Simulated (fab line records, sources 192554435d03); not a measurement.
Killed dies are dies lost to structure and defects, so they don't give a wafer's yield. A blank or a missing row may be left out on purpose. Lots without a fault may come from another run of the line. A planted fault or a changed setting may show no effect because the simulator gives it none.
Which tool did it? | flow n5_finfet | 23 lots, 69 wafers sampled, at 5 steps of a route of 1938

WHAT THE GAUGES READ, wafer by wafer
N5_BEOL_M14_THK_MEAS_50: measures by xrf.
lot  | measured     | on            | M14_THK (nm)
L074 | day 12 10:22 | film_metro-02 | 548 546 535
L076 | day 12 10:23 | film_metro-01 | 540 527 527
L075 | day 12 10:51 | film_metro-01 | 535 526 536
L078 | day 13 08:02 | film_metro-02 | 572 538 538
L077 | day 13 13:34 | film_metro-01 | 531 537 563
L079 | day 14 05:19 | film_metro-02 | 541 530 572
L080 | day 14 11:39 | film_metro-02 | 531 554 547
L081 | day 14 11:59 | film_metro-02 | 535 557 552
L082 | day 15 01:23 | film_metro-01 | 532 541 537
L083 | day 15 23:04 | film_metro-01 | 530 526 566
L084 | day 16 16:14 | film_metro-02 | 547 563 544
L085 | day 16 16:18 | film_metro-02 | 577 538 559
L088 | day 16 17:03 | film_metro-01 | 554 551 552
L086 | day 17 00:08 | film_metro-02 | 560 552 563
L087 | day 17 05:58 | film_metro-01 | 542 556 534
L089 | day 17 07:22 | film_metro-01 | 537 538 546
L092 | day 17 11:50 | film_metro-01 | 545 547 540
L090 | day 17 12:17 | film_metro-01 | 534 541 552
L091 | day 17 22:10 | film_metro-02 | 565 548 552
L094 | day 17 22:01 | film_metro-02 | 569 555 573
L093 | day 18 02:26 | film_metro-02 | 545 547 550
L096 | day 18 20:45 | film_metro-02 | 541 567 558
L095 | day 18 21:02 | film_metro-01 | 540 558 560

WHICH TOOL RAN EACH LOT (tool, then ch and the chambers of the sampled wafers, then the start)
lot  | N5_BEOL_M13_ETCH_38                | N5_BEOL_M13_DEGAS_41         | N5_BEOL_M13_DEP_53              | N5_BEOL_M14_TRENCH_ETCH_34
L074 | rie_diel-02 ch 1,2, day 12 03:23   | pvd_sputter-03, day 12 03:50 | pecvd-02 ch 0,1,2, day 12 05:01 | rie_diel-06 ch 0,1,3, day 12 07:10
L076 | rie_diel-03 ch 1,2,3, day 12 03:50 | pvd_sputter-03, day 12 04:09 | pecvd-02 ch 0,2, day 12 05:20   | rie_diel-04 ch 2,3, day 12 07:29
L075 | rie_diel-05 ch 0,2, day 12 04:03   | pvd_sputter-03, day 12 04:28 | pecvd-03 ch 0,1,2, day 12 05:39 | rie_diel-01 ch 0,1,2, day 12 07:55
L078 | rie_diel-03 ch 0,2,3, day 13 00:20 | pvd_sputter-02, day 13 00:44 | pecvd-02 ch 1,2, day 13 01:55   | rie_diel-01 ch 0,1,3, day 13 04:08
L077 | rie_diel-05 ch 0,3, day 13 05:58   | pvd_sputter-01, day 13 06:22 | pecvd-02 ch 0,2, day 13 07:32   | rie_diel-01 ch 0,3, day 13 09:41
L079 | rie_diel-03 ch 1,2,3, day 13 21:30 | pvd_sputter-01, day 13 22:11 | pecvd-01 ch 0,1,2, day 13 23:22 | rie_diel-01 ch 0,2,3, day 14 01:31
L080 | rie_diel-05 ch 0,1,2, day 14 04:44 | pvd_sputter-03, day 14 05:27 | pecvd-03 ch 0,1, day 14 06:37   | rie_diel-04 ch 0,1,2, day 14 08:57
L081 | rie_diel-05 ch 0,1,3, day 14 05:22 | pvd_sputter-03, day 14 05:55 | pecvd-03 ch 0,1,2, day 14 07:33 | rie_diel-04 ch 0,1,2, day 14 09:46
L082 | rie_diel-02 ch 0,3, day 14 14:06   | pvd_sputter-03, day 14 14:44 | pecvd-01 ch 1,2, day 14 17:19   | rie_diel-01 ch 0,2, day 14 19:28
L083 | rie_diel-02 ch 1,2,3, day 15 13:59 | pvd_sputter-03, day 15 14:25 | pecvd-03 ch 0,2, day 15 16:25   | rie_diel-01 ch 0,2,3, day 15 18:37
L084 | rie_diel-02 ch 1,2, day 16 07:47   | pvd_sputter-03, day 16 08:22 | pecvd-03 ch 0,1, day 16 09:37   | rie_diel-01 ch 0,1, day 16 11:40
L085 | rie_diel-05 ch 1,2,3, day 16 08:06 | pvd_sputter-02, day 16 08:30 | pecvd-03 ch 0,1, day 16 10:13   | rie_diel-01 ch 1,2,3, day 16 12:22
L088 | rie_diel-02 ch 2,3, day 16 08:13   | pvd_sputter-01, day 16 08:51 | pecvd-01 ch 1,2, day 16 10:46   | rie_diel-04 ch 0,2,3, day 16 12:54
L086 | rie_diel-02 ch 1,2,3, day 16 15:31 | pvd_sputter-01, day 16 18:03 | pecvd-02 ch 0,1,2, day 16 19:15 | rie_diel-04 ch 0,2, day 16 21:24
L087 | rie_diel-03 ch 1,3, day 16 22:49   | pvd_sputter-03, day 16 23:32 | pecvd-03 ch 0,2, day 17 00:43   | rie_diel-06 ch 0,2, day 17 03:11
L089 | rie_diel-02 ch 0,1, day 17 01:11   | pvd_sputter-03, day 17 01:34 | pecvd-02 ch 0, day 17 03:00     | rie_diel-04 ch 1,2,3, day 17 05:28
L092 | rie_diel-02 ch 0,1,2, day 17 01:59 | pvd_sputter-01, day 17 04:13 | pecvd-01 ch 0,1,2, day 17 05:23 | rie_diel-04 ch 1,2, day 17 07:38
L090 | rie_diel-02 ch 0,1,2, day 17 06:20 | pvd_sputter-02, day 17 06:29 | pecvd-03 ch 0,1,2, day 17 07:40 | rie_diel-06 ch 1,2,3, day 17 09:48
L091 | rie_diel-03 ch 1,2,3, day 17 11:29 | pvd_sputter-03, day 17 13:22 | pecvd-01 ch 0,1,2, day 17 14:32 | rie_diel-06 ch 0,1,3, day 17 16:42
L094 | rie_diel-05 ch 0,1,2, day 17 15:23 | pvd_sputter-02, day 17 15:47 | pecvd-03 ch 0,1,2, day 17 17:23 | rie_diel-06 ch 1,2,3, day 17 19:32
L093 | rie_diel-02 ch 0,1, day 17 15:38   | pvd_sputter-02, day 17 16:19 | pecvd-03 ch 0,1, day 17 17:39   | rie_diel-04 ch 0,2, day 17 19:58
L096 | rie_diel-03 ch 0,2,3, day 18 08:58 | pvd_sputter-02, day 18 09:36 | pecvd-02 ch 1,2, day 18 10:47   | rie_diel-01 ch 0,1,3, day 18 13:22
L095 | rie_diel-05 ch 1,2,3, day 18 10:07 | pvd_sputter-01, day 18 10:49 | pecvd-03 ch 0,2, day 18 12:30   | rie_diel-06 ch 1,2, day 18 14:47
- N5_BEOL_M13_ETCH_38: etches SiCN in CF4/N2, target depth 67.5 nm, time 71.9 s.
- N5_BEOL_M13_DEGAS_41: time 60 s.
- N5_BEOL_M13_DEP_53: deposits SiCN from 3MS/NH3, target thk 50 nm, time 17.8 s.
- N5_BEOL_M14_TRENCH_ETCH_34: etches SiO2 in C4F8/O2/Ar, target depth 556.65 nm, time 126.9 s.

WHAT THE TOOLS THEMSELVES READ (means of the sampled wafers that have a number; where no wafer has one, the mark that the record gives instead)
N5_BEOL_M13_ETCH_38.
lot  | tool        | drypump_motor_current_A (A) | oes_product_au (a.u.) | rf_vpp_V (V) | showerhead_plenum_p_Torr (Torr) | throttle_valve_pct (%)
L074 | rie_diel-02 | 5.9                         | 0.71                  | 383.8        | 2.22                            | 15.42
L076 | rie_diel-03 | 5.7                         | 0.89                  | 382.7        | 2.22                            | 15.04
L075 | rie_diel-05 | 5.6                         | 0.96                  | 384.3        | 2.29                            | 15.18
L078 | rie_diel-03 | 5.3                         | 0.80                  | 383.8        | 2.25                            | 15.26
L077 | rie_diel-05 | 5.4                         | 0.92                  | 381.9        | 2.18                            | 15.21
L079 | rie_diel-03 | 5.7                         | 0.86                  | 382.7        | 2.21                            | 15.08
L080 | rie_diel-05 | 5.5                         | 0.89                  | 383.1        | 2.27                            | 15.25
L081 | rie_diel-05 | 5.3                         | 0.89                  | 383.4        | 2.24                            | 15.21
L082 | rie_diel-02 | 5.3                         | 0.86                  | 382.1        | 2.21                            | 15.10
L083 | rie_diel-02 | 6.0                         | 0.69                  | 381.6        | 2.16                            | 15.56
L084 | rie_diel-02 | 5.9                         | 0.69                  | 382.9        | 2.21                            | 15.48
L085 | rie_diel-05 | 5.3                         | 0.88                  | 384.7        | 2.30                            | 15.19
L088 | rie_diel-02 | 5.9                         | 0.68                  | 380.6        | 2.14                            | 15.57
L086 | rie_diel-02 | 6.0                         | 0.68                  | 380.0        | 2.15                            | 15.58
L087 | rie_diel-03 | 5.6                         | 0.79                  | 381.3        | 2.20                            | 15.23
L089 | rie_diel-02 | 5.5                         | 0.85                  | 381.6        | 2.20                            | 15.14
L092 | rie_diel-02 | 5.7                         | 0.76                  | 383.1        | 2.20                            | 15.31
L090 | rie_diel-02 | 5.7                         | 0.76                  | 382.1        | 2.20                            | 15.32
L091 | rie_diel-03 | 5.8                         | 0.82                  | 381.5        | 2.20                            | 15.13
L094 | rie_diel-05 | 5.5                         | 0.85                  | 383.6        | 2.26                            | 15.29
L093 | rie_diel-02 | 5.9                         | 0.77                  | 381.1        | 2.16                            | 15.44
L096 | rie_diel-03 | 5.3                         | 0.86                  | 383.4        | 2.23                            | 15.16
L095 | rie_diel-05 | 5.3                         | 0.86                  | 384.4        | 2.29                            | 15.21

N5_BEOL_M13_DEGAS_41.
lot  | tool           | heater_power_w (W) | susceptor_temp_C (C)
L074 | pvd_sputter-03 | 315                | 249.94
L076 | pvd_sputter-03 | 345                | 249.99
L075 | pvd_sputter-03 | 325                | 249.97
L078 | pvd_sputter-02 | 366                | 249.91
L077 | pvd_sputter-01 | 322                | 250.11
L079 | pvd_sputter-01 | 341                | 249.86
L080 | pvd_sputter-03 | 315                | 249.92
L081 | pvd_sputter-03 | 353                | 250.03
L082 | pvd_sputter-03 | 373                | 249.92
L083 | pvd_sputter-03 | 324                | 249.91
L084 | pvd_sputter-03 | 343                | 249.84
L085 | pvd_sputter-02 | 324                | 250.21
L088 | pvd_sputter-01 | 338                | 249.76
L086 | pvd_sputter-01 | 314                | 249.91
L087 | pvd_sputter-03 | 350                | 250.11
L089 | pvd_sputter-03 | 348                | 249.98
L092 | pvd_sputter-01 | 342                | 249.92
L090 | pvd_sputter-02 | 337                | 249.99
L091 | pvd_sputter-03 | 348                | 250.06
L094 | pvd_sputter-02 | 357                | 249.98
L093 | pvd_sputter-02 | 337                | 249.91
L096 | pvd_sputter-02 | 354                | 250.03
L095 | pvd_sputter-01 | 321                | 249.95

N5_BEOL_M13_DEP_53.
lot  | tool     | chamber_pressure_Torr (Torr) | showerhead_plenum_p_Torr (Torr) | throttle_valve_pct (%)
L074 | pecvd-02 | 2.996                        | 4.157                           | 18.0
L076 | pecvd-02 | 2.994                        | 4.176                           | 18.3
L075 | pecvd-03 | 3.001                        | 4.147                           | 17.2
L078 | pecvd-02 | 3.002                        | 4.142                           | 17.2
L077 | pecvd-02 | 2.992                        | 4.164                           | 18.4
L079 | pecvd-01 | 2.996                        | 4.159                           | 18.2
L080 | pecvd-03 | 2.997                        | 4.131                           | 17.5
L081 | pecvd-03 | 3.001                        | 4.142                           | 17.4
L082 | pecvd-01 | 2.992                        | 4.171                           | 17.7
L083 | pecvd-03 | 3.001                        | 4.148                           | 17.5
L084 | pecvd-03 | 3.007                        | 4.136                           | 17.3
L085 | pecvd-03 | 3.002                        | 4.138                           | 17.5
L088 | pecvd-01 | 3.002                        | 4.166                           | 17.8
L086 | pecvd-02 | 2.994                        | 4.154                           | 18.1
L087 | pecvd-03 | 3.001                        | 4.147                           | 17.5
L089 | pecvd-02 | 3.007                        | 4.195                           | 19.3
L092 | pecvd-01 | 2.997                        | 4.149                           | 17.9
L090 | pecvd-03 | 3.002                        | 4.145                           | 17.5
L091 | pecvd-01 | 2.998                        | 4.155                           | 18.1
L094 | pecvd-03 | 3.004                        | 4.140                           | 17.6
L093 | pecvd-03 | 3.007                        | 4.142                           | 17.7
L096 | pecvd-02 | 2.998                        | 4.141                           | 16.7
L095 | pecvd-03 | 2.993                        | 4.148                           | 17.6

N5_BEOL_M14_TRENCH_ETCH_34.
lot  | tool        | O2_flow_sccm (sccm) | drypump_motor_current_A (A) | oes_ar_750_au (a.u.) | oes_product_au (a.u.) | rf_vpp_V (V) | showerhead_plenum_p_Torr (Torr) | throttle_valve_pct (%)
L074 | rie_diel-06 | 11.97               | 5.3                         | 0.78                 | 0.78                  | 2240         | 3.40                            | 30.6
L076 | rie_diel-04 | 12.02               | 5.8                         | 0.75                 | 0.74                  | 2268         | 3.43                            | 30.8
L075 | rie_diel-01 | 11.97               | 5.7                         | 0.77                 | 0.77                  | 2213         | 3.58                            | 30.7
L078 | rie_diel-01 | 11.99               | 5.5                         | 0.79                 | 0.79                  | 2203         | 3.56                            | 30.8
L077 | rie_diel-01 | 12.03               | 5.7                         | 0.83                 | 0.84                  | 2204         | 3.60                            | 30.6
L079 | rie_diel-01 | 11.99               | 5.7                         | 0.81                 | 0.81                  | 2191         | 3.56                            | 30.6
L080 | rie_diel-04 | 12.03               | 6.1                         | 0.75                 | 0.75                  | 2235         | 3.47                            | 30.9
L081 | rie_diel-04 | 11.98               | 6.1                         | 0.75                 | 0.75                  | 2235         | 3.48                            | 30.9
L082 | rie_diel-01 | 12.00               | 5.9                         | 0.78                 | 0.78                  | 2199         | 3.59                            | 30.5
L083 | rie_diel-01 | 12.02               | 5.7                         | 0.79                 | 0.79                  | 2188         | 3.56                            | 30.6
L084 | rie_diel-01 | 11.98               | 5.7                         | 0.84                 | 0.85                  | 2224         | 3.59                            | 30.7
L085 | rie_diel-01 | 12.01               | 5.5                         | 0.84                 | 0.83                  | 2190         | 3.52                            | 30.6
L088 | rie_diel-04 | 12.01               | 5.8                         | 0.85                 | 0.86                  | 2270         | 3.44                            | 30.6
L086 | rie_diel-04 | 11.99               | 6.0                         | 0.88                 | 0.88                  | 2243         | 3.41                            | 30.7
L087 | rie_diel-06 | 11.96               | 5.3                         | 0.82                 | 0.82                  | 2226         | 3.46                            | 30.3
L089 | rie_diel-04 | 12.00               | 5.9                         | 0.89                 | 0.89                  | 2257         | 3.47                            | 30.9
L092 | rie_diel-04 | 11.97               | 6.0                         | 0.92                 | 0.93                  | 2231         | 3.44                            | 31.0
L090 | rie_diel-06 | 12.00               | 5.3                         | 0.83                 | 0.82                  | 2208         | 3.52                            | 30.8
L091 | rie_diel-06 | 11.99               | 5.3                         | 0.81                 | 0.81                  | 2250         | 3.50                            | 30.6
L094 | rie_diel-06 | 12.00               | 5.4                         | 0.82                 | 0.81                  | 2208         | 3.52                            | 30.7
L093 | rie_diel-04 | 12.02               | 6.0                         | 0.84                 | 0.85                  | 2244         | 3.43                            | 30.5
L096 | rie_diel-01 | 12.00               | 5.5                         | 0.83                 | 0.83                  | 2201         | 3.54                            | 30.8
L095 | rie_diel-06 | 12.02               | 5.6                         | 0.81                 | 0.80                  | 2175         | 3.45                            | 30.8

THE ANSWER, worked out from the rows above alone
Rule: what is usual is taken from the lots themselves. Put in order of their means at a reading, lots are off if they are a third of the lots or fewer, leave a main group of 4 or more, and stand apart from it by a gap of 3 or more times the standard deviation of the main group's means; of several such gaps the widest counts. A main group whose means are all the same, to the digits that the tables above print for the reading, isn't used. A lot without any number at a reading at which 4 lots or more have one is off too. The other lots that the step has rows for count as sound. The gauges are gone through in route order, then the tools' own readings, and for those a lot's mean is taken as printed above. The first step at which some lot is off is used, and at that step the reading that is off furthest; a lot without a number counts as furthest.
No lot is off at any reading shown: from this, nothing can be told.

WHAT THE SIMULATOR HAD PUT IN
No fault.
